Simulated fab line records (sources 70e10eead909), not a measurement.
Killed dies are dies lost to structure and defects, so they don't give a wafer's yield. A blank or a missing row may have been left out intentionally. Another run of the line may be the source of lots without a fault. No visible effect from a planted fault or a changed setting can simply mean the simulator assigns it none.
Matching of chambers :: flow nandHarc :: 4 sister chambers for NHARC_A_BLC_ETCH_16 on rieDiel-04
The step etches the open film in CF4, target depth 39 nm, time 65 s. 4 wafers are shown with their chamber, then 11 later ones without.

## WAFERS WITH THEIR CHAMBER
wafer: L082.6
chamber: 1
showerheadPlenumPTorr (Torr): 1.65

wafer: L084.2
chamber: 2
showerheadPlenumPTorr (Torr): 1.67

wafer: L083.5
chamber: 0
showerheadPlenumPTorr (Torr): 1.65

wafer: L087.3
chamber: 3
showerheadPlenumPTorr (Torr): 1.76

## WAFERS WITHOUT THEIR CHAMBER
wafer: L087.4
showerheadPlenumPTorr (Torr): 1.66

wafer: L087.6
showerheadPlenumPTorr (Torr): 1.66

wafer: L093.3
showerheadPlenumPTorr (Torr): 1.64

wafer: L093.4
showerheadPlenumPTorr (Torr): 1.76

wafer: L093.6
showerheadPlenumPTorr (Torr): 1.65

wafer: L094.1
showerheadPlenumPTorr (Torr): 1.64

wafer: L094.2
showerheadPlenumPTorr (Torr): 1.65

wafer: L094.4
showerheadPlenumPTorr (Torr): 1.76

wafer: L097.2
showerheadPlenumPTorr (Torr): 1.76

wafer: L097.4
showerheadPlenumPTorr (Torr): 1.64

wafer: L097.5
showerheadPlenumPTorr (Torr): 1.64

## EACH ONE'S CHAMBER
wafer: L087.4
from the rows above: can't be placed: 0 or 1 or 2
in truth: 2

wafer: L087.6
from the rows above: can't be placed: 0 or 1 or 2
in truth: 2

wafer: L093.3
from the rows above: can't be placed: 0 or 1
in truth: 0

wafer: L093.4
from the rows above: 3
in truth: 3

wafer: L093.6
from the rows above: can't be placed: 0 or 1
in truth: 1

wafer: L094.1
from the rows above: can't be placed: 0 or 1
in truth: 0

wafer: L094.2
from the rows above: can't be placed: 0 or 1
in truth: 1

wafer: L094.4
from the rows above: 3
in truth: 3

wafer: L097.2
from the rows above: 3
in truth: 3

wafer: L097.4
from the rows above: can't be placed: 0 or 1
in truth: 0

wafer: L097.5
from the rows above: can't be placed: 0 or 1
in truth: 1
Placed correctly: 3 of 11. From these rows, 8 cannot be placed; in 8 the true chamber is one of the candidates. Number placed wrongly: 0.
How it was worked out, from the rows above alone: a wafer's distance from a chamber is the root of the sum, over the readings, of the square of ((its reading less the chamber's mean) divided by the reading's scatter). If the next closest chamber is less than 2 further off than the closest, the wafer can't be placed; otherwise it belongs to the closest. Each chamber's mean is taken over the wafers shown for it. The scatter (one wafer shown for each chamber): square how far every hidden wafer sits from the nearest shown wafer, average those squares and take the square root.
